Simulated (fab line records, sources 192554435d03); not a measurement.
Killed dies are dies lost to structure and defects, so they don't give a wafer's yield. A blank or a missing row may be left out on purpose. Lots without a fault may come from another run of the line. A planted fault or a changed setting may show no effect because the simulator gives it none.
Chamber matching | flow n5_finfet | N5_ILD0_CMP_03 on cmp-03: 4 sister chambers
The step polishes, stops on SiNx, t overpolish 1.9 s, target thk 197.38 nm. 4 wafers are shown with their chamber, then 7 later ones without.

WAFERS WITH THEIR CHAMBER
wafer  | chamber | motor_current_A (A)
L081.4 | 1       | 11.9
L083.1 | 2       | 13.2
L083.3 | 3       | 12.9
L084.3 | 0       | 13.5

WAFERS WITHOUT THEIR CHAMBER
wafer  | motor_current_A (A)
L087.1 | 13.9
L087.2 | 13.5
L088.1 | 13.1
L088.3 | 13.5
L090.4 | 13.6
L091.2 | 11.5
L091.4 | 13.9

WHICH CHAMBER EACH WENT THROUGH
wafer  | from the rows above          | in truth
L087.1 | can't be placed: 0 or 2      | 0
L087.2 | can't be placed: 0 or 2      | 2
L088.1 | can't be placed: 2 or 3 or 0 | 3
L088.3 | can't be placed: 0 or 2      | 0
L090.4 | can't be placed: 0 or 2      | 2
L091.2 | 1                            | 1
L091.4 | can't be placed: 0 or 2      | 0
Placed correctly: 1 of 7. Can't be placed from these rows: 6 (the true chamber is among the candidates in 6). Placed wrongly: 0.
How it was worked out, from the rows above alone: a wafer's distance from a chamber is the root of the sum, over the readings, of the square of ((its reading less the chamber's mean) divided by the reading's scatter). The wafer belongs to the nearest chamber; if the next one is less than 2 further off, it can't be placed. A chamber's mean is the mean of its shown wafers. The scatter: with one shown wafer a chamber, the root of the mean of the squares of how far each hidden wafer lies from its nearest shown one.
